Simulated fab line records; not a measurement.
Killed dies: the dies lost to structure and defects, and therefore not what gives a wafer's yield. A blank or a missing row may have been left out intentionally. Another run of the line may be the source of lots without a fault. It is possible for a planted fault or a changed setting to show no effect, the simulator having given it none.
Which tool is to blame? | flow nand_harc | 12 lots with 36 wafers sampled at 6 steps, on a route of 1159 steps

## WHAT THE GAUGES READ, wafer by wafer
NHARC_P_GATE_CD_MEAS_33.
lot  | measured     | on        | cd_nm (nm)
L327 | day 4 23:23  | cd_sem-02 | 120.7 120.3 121.6
L326 | day 5 00:24  | cd_sem-03 | 124.6 117.6 123.1
L331 | day 5 21:22  | cd_sem-01 | 119.9 122.3 122.6
L332 | day 6 06:47  | cd_sem-03 | 118.6 119.8 119.0
L333 | day 6 21:36  | cd_sem-01 | 125.8 123.9 121.7
L335 | day 6 22:19  | cd_sem-01 | 119.8 119.6 120.0
L334 | day 6 22:40  | cd_sem-02 | 120.6 123.7 122.7
L337 | day 7 22:05  | cd_sem-02 | 116.6 119.7 116.3
L340 | day 8 16:41  | cd_sem-02 | 123.2 119.7 118.5
L347 | day 9 19:58  | cd_sem-02 | 125.5 120.3 122.9
L348 | day 10 11:41 | cd_sem-01 | 119.2 124.0 122.2
L349 | day 10 12:14 | cd_sem-03 | 119.8 118.8 120.7

NHARC_P_GATE_CD_MEAS_91 targets a cd of 2000 nm.
lot  | measured     | on        | cd_nm (nm)
L327 | day 5 14:24  | cd_sem-03 | 2001.2 1999.1 2000.6
L326 | day 5 15:20  | cd_sem-01 | 2001.6 2002.9 2000.9
L331 | day 6 11:49  | cd_sem-01 | 2001.3 1999.7 2001.1
L332 | day 6 21:10  | cd_sem-02 | 2000.2 2002.3 2001.5
L333 | day 7 12:22  | cd_sem-02 | 2001.3 2000.2 1999.4
L335 | day 7 12:50  | cd_sem-03 | 2000.4 1999.8 2002.4
L334 | day 7 13:28  | cd_sem-02 | 2000.6 2001.9 1999.5
L337 | day 8 12:28  | cd_sem-01 | 1975.5 1975.2 1974.5
L340 | day 9 07:19  | cd_sem-03 | 2001.2 1998.9 1999.0
L347 | day 10 10:26 | cd_sem-02 | 2001.7 1999.6 1998.2
L348 | day 11 02:11 | cd_sem-01 | 1998.6 1999.2 1997.7
L349 | day 11 02:38 | cd_sem-03 | 2002.0 2003.4 2002.3

NHARC_END_SORT_01.
lot  | measured     | on        | killed_at_array | killed_at_other | killed_at_periphery | killed_dies | killed_open | killed_short
L333 | day 20 19:49 | prober-01 | 27 16 21        | 1 1 1           | 2 2 0               | 30 19 22    | 6 1 4       | 1 7 3
L335 | day 21 10:28 | prober-02 | 14 16 15        | 0 2 0           | 5 5 5               | 19 23 20    | 9 7 3       | 3 4 3
L337 | day 22 11:33 | prober-02 | 24 43 33        | 0 0 0           | 3 1 1               | 27 44 34    | 1 4 3       | 2 6 2
L347 | day 25 04:41 | prober-01 | 50 50 49        | 0 1 1           | 4 3 0               | 54 54 50    | 3 3 1       | 1 3 1

## EACH LOT AND THE TOOL THAT RAN IT (in order: tool; ch and the chambers of the sampled wafers; start)
lot  | NHARC_P_GATE_STRIP_101            | NHARC_P_GATE_STRIP_112               | NHARC_P_GATE_EXPOSE_88
L327 | rie_diel-01 ch 0,1,2, day 5 09:29 | plasma_asher-02 ch 0,1, day 5 13:13  | krf_scanner-02 ch 0, day 5 14:14
L326 | rie_diel-01 ch 0,1,3, day 5 10:25 | plasma_asher-02 ch 0,1, day 5 14:13  | krf_scanner-02 ch 0, day 5 15:11
L331 | rie_diel-01 ch 0,1,2, day 6 07:23 | plasma_asher-01 ch 1, day 6 10:38    | krf_scanner-03 ch 0, day 6 11:39
L332 | rie_diel-07 ch 1,2, day 6 16:52   | plasma_asher-02 ch 0,1, day 6 20:14  | krf_scanner-03 ch 0, day 6 21:01
L333 | rie_diel-08 ch 1,2,3, day 7 07:46 | plasma_asher-02 ch 0,1, day 7 11:23  | krf_scanner-03 ch 0, day 7 12:13
L335 | rie_diel-07 ch 1,3, day 7 08:27   | plasma_asher-01 ch 0,1, day 7 11:39  | krf_scanner-04 ch 0, day 7 12:40
L334 | rie_diel-07 ch 0,2,3, day 7 08:44 | plasma_asher-02 ch 0,1, day 7 12:19  | krf_scanner-03 ch 0, day 7 13:19
L337 | rie_diel-01 ch 0,1,3, day 8 08:05 | plasma_asher-01 ch 0,1, day 8 11:17  | krf_scanner-04 ch 0, day 8 12:18
L340 | rie_diel-01 ch 1,3, day 9 02:44   | plasma_asher-02 ch 1, day 9 06:06    | krf_scanner-03 ch 0, day 9 07:10
L347 | rie_diel-07 ch 0,2, day 10 06:03  | plasma_asher-02 ch 0,1, day 10 09:18 | krf_scanner-02 ch 0, day 10 10:17
L348 | rie_diel-08 ch 1,3, day 10 21:46  | plasma_asher-01 ch 1, day 11 01:02   | krf_scanner-04 ch 0, day 11 02:01
L349 | rie_diel-08 ch 0,2, day 10 22:21  | plasma_asher-02 ch 0,1, day 11 01:34 | krf_scanner-04 ch 0, day 11 02:28
- NHARC_P_GATE_STRIP_101: strips in O2, time 20 s.
- NHARC_P_GATE_STRIP_112: strips in N2/H2, time 200 s.
- NHARC_P_GATE_EXPOSE_88: exposes mask P HVN, target cd 2000 nm.

## AS READ BY THE TOOLS THEMSELVES (means over the sampled wafers that have a number; for cases with no such wafer, the mark the record gives instead)
NHARC_P_GATE_STRIP_101.
lot  | tool        | drypump_motor_current_A (A) | oes_product_au (a.u.) | rf_vpp_V (V) | showerhead_plenum_p_Torr (Torr) | throttle_valve_pct (%)
L327 | rie_diel-01 | 5.7                         | 1.005                 | 58.3         | 3.46                            | 17.041
L326 | rie_diel-01 | 5.5                         | 0.999                 | 57.9         | 3.50                            | 17.035
L331 | rie_diel-01 | 5.7                         | 1.005                 | 57.5         | 3.46                            | 17.034
L332 | rie_diel-07 | 5.4                         | 0.992                 | 58.3         | 3.65                            | 17.033
L333 | rie_diel-08 | 5.6                         | 1.001                 | 57.5         | 3.48                            | 17.042
L335 | rie_diel-07 | 5.9                         | 0.987                 | 58.6         | 3.73                            | 17.035
L334 | rie_diel-07 | 6.0                         | 0.990                 | 57.7         | 3.50                            | 17.037
L337 | rie_diel-01 | 5.6                         | 0.998                 | 58.3         | 3.66                            | 17.037
L340 | rie_diel-01 | 5.5                         | 1.005                 | 57.4         | 3.58                            | 17.046
L347 | rie_diel-07 | 5.6                         | 0.999                 | 58.5         | 3.40                            | 17.039
L348 | rie_diel-08 | 5.7                         | 0.991                 | 57.3         | 3.59                            | 17.034
L349 | rie_diel-08 | 5.6                         | 0.994                 | 58.0         | 3.50                            | 17.041

NHARC_P_GATE_STRIP_112.
lot  | tool            | drypump_motor_current_A (A) | heater_power_w (W) | temp_c (C)
L327 | plasma_asher-02 | 5.6                         | 107                | 109.92
L326 | plasma_asher-02 | 5.5                         | 107                | 110.06
L331 | plasma_asher-01 | 5.1                         | 89                 | 109.97
L332 | plasma_asher-02 | 5.5                         | 107                | 109.87
L333 | plasma_asher-02 | 5.5                         | 107                | 109.93
L335 | plasma_asher-01 | 5.2                         | 98                 | 110.02
L334 | plasma_asher-02 | 5.5                         | 108                | 109.90
L337 | plasma_asher-01 | 5.2                         | 94                 | 109.99
L340 | plasma_asher-02 | 5.2                         | 114                | 110.02
L347 | plasma_asher-02 | 5.5                         | 107                | 110.09
L348 | plasma_asher-01 | 5.1                         | 90                 | 109.96
L349 | plasma_asher-02 | 5.5                         | 108                | 109.97

## THE ANSWER, worked out from the rows above alone
Rule: the lots themselves supply what counts as usual. The widest of any qualifying gaps counts: lots, ordered by their means at a reading, are off when they make up no more than a third of the lots, leave a main group of 4 or more, and stand apart from it by 3 or more times the standard deviation of that group's means. A main group is skipped when, at the precision printed for the reading in the tables above, its means are all equal. Also off: a lot with no number at a reading for which 4 or more lots have one. Any other lot the step has rows for is counted as sound. Order of review: gauges by route order, followed by the tools' own readings, for which a lot's mean as printed above is used. At the first step where some lot is off, the reading lying furthest off is the one used; lots without a number count as furthest.
Off, at NHARC_P_GATE_CD_MEAS_91 on cd_nm: L337. The main group: mean 2000.6 nm, standard deviation 1.
A tool fits if, at a process step before that reading, it ran every lot that is off, and no sound lot after the first of them. Not tried: the gauges at NHARC_P_GATE_CD_MEAS_91; whatever is off there is also off at NHARC_P_GATE_STRIP_112, on other tools, and gauge error can't account for it. Of those tried, none fits.

## WHAT WAS PUT IN BY THE SIMULATOR
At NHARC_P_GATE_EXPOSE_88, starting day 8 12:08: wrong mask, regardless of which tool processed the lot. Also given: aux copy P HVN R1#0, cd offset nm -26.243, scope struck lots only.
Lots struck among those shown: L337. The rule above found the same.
